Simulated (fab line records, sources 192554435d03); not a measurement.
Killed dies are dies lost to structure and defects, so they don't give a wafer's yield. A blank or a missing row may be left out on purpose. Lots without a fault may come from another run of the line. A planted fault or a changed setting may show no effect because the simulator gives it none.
Split-lot experiment | flow n5_finfet | 7 lots, 21 wafers read, on a route of 1938 steps

THE SPLIT
At N5_WELL_APT_PEB_23 (peb time 90 s), the setting peb_temp_c was moved away from the recipe's 130 C on 6 of the 21 wafers read, by -2.7% to +2.6%. The other wafers ran this setting at the recipe's value.

FROM THE SPLIT TO THE READING: what the file shows between them, 2 steps
- N5_WELL_APT_DEVELOP_24: develop time 45 s (also split here: develop_time_s)
- N5_WELL_APT_HARDBAKE_29: time 120 s

THE READING
cd_nm, in nm, at N5_WELL_APT_CD_MEAS_25 (target cd 200 nm). Fault-free wafers of this fab line usually give 200 nm, standard deviation 3.1 nm.

wafer  | tool, chamber at the split | peb_temp_c as run, C | against the recipe | cd_nm, nm | against lot-mates on the recipe
L075.1 | litho_track-02, 0          | 130                  | recipe             | 202       | -
L075.4 | litho_track-02, 0          | 130                  | recipe             | 204       | -
L075.5 | litho_track-02, 0          | 130                  | recipe             | 202       | -
L076.1 | litho_track-02, 0          | 126.5                | -2.7%              | 175       | -23
L076.2 | litho_track-02, 0          | 126.5                | -2.7%              | 177       | -21
L076.5 | litho_track-02, 0          | 130                  | recipe             | 198       | -
L081.1 | litho_track-04, 0          | 130                  | recipe             | 203       | -
L081.2 | litho_track-04, 0          | 130                  | recipe             | 201       | -
L081.4 | litho_track-04, 0          | 130                  | recipe             | 208       | -
L085.1 | litho_track-01, 0          | 131.2                | +0.9%              | 208       | +12
L085.4 | litho_track-01, 0          | 131.2                | +0.9%              | 201       | +5
L085.5 | litho_track-01, 0          | 130                  | recipe             | 196       | -
L086.2 | litho_track-04, 0          | 133.4                | +2.6%              | 218       | +14
L086.3 | litho_track-04, 0          | 133.4                | +2.6%              | 217       | +13
L086.4 | litho_track-04, 0          | 130                  | recipe             | 204       | -
L088.2 | litho_track-04, 0          | 130                  | recipe             | 199       | -
L088.4 | litho_track-04, 0          | 130                  | recipe             | 200       | -
L088.5 | litho_track-04, 0          | 130                  | recipe             | 204       | -
L095.4 | litho_track-02, 0          | 130                  | recipe             | 202       | -
L095.5 | litho_track-02, 0          | 130                  | recipe             | 198       | -
L095.6 | litho_track-02, 0          | 130                  | recipe             | 199       | -

THE FIT
A straight line over all 21 wafers: cd_nm changes by +7.66 nm for each +1% of peb_temp_c; r = +0.94; the points scatter about the line by 3.5 nm.
The same after taking each lot's own level away (the mean of its wafers on the recipe; 21 wafers): +6.88 nm for each +1%; r = +0.95; scatter 2.8 nm.
On that fit, the largest move of peb_temp_c shifts the reading by 19 nm.
The lots' own levels span 196.0 to 204.0 nm, that is 2.6 times the standard deviation above.
So the lot-to-lot level changes the slope: the two fits differ.
Check: with one of the wafers moved furthest among these (-2.7%) left out of the fit, the line predicts -17.4 nm for it against its lot-mates. It came out at -23 nm against them.

OTHER SPLITS ON THESE WAFERS
These wafers also went through other splits before the reading. Each is held against what the fit with the lots' levels taken away leaves over:
other split on the same wafers          | wafers away from the commonest value | r with cd_nm (lot level and that fit taken away)
N5_ZERO_LAYER_COAT_05 spin_rpm          | 6                                    | +0.21
N5_ZERO_LAYER_DEVELOP_10 develop_time_s | 9                                    | +0.23
N5_WELL_APT_DEVELOP_24 develop_time_s   | 5                                    | +0.16

THE WHOLE CHAIN: every reading that the file lists as answering this split, in the file's order
step                   | what it does             | reading                                                         | change (the file's fit)              | r (the file's)
N5_WELL_APT_CD_MEAS_25 | target cd 200 nm         | cd_nm                                                           | +6.85 nm for each +1% of the setting | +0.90
N5_WELL_APT_DESCUM_30  | chemistry O2, time 7.9 s | WELL_APT.cd_nm (the simulator's own value, which no gauge read) | +6.82 nm for each +1% of the setting | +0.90

THE FILE'S OWN FIT
cd_nm changes by +6.85 nm for each +1% of peb_temp_c, r = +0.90.
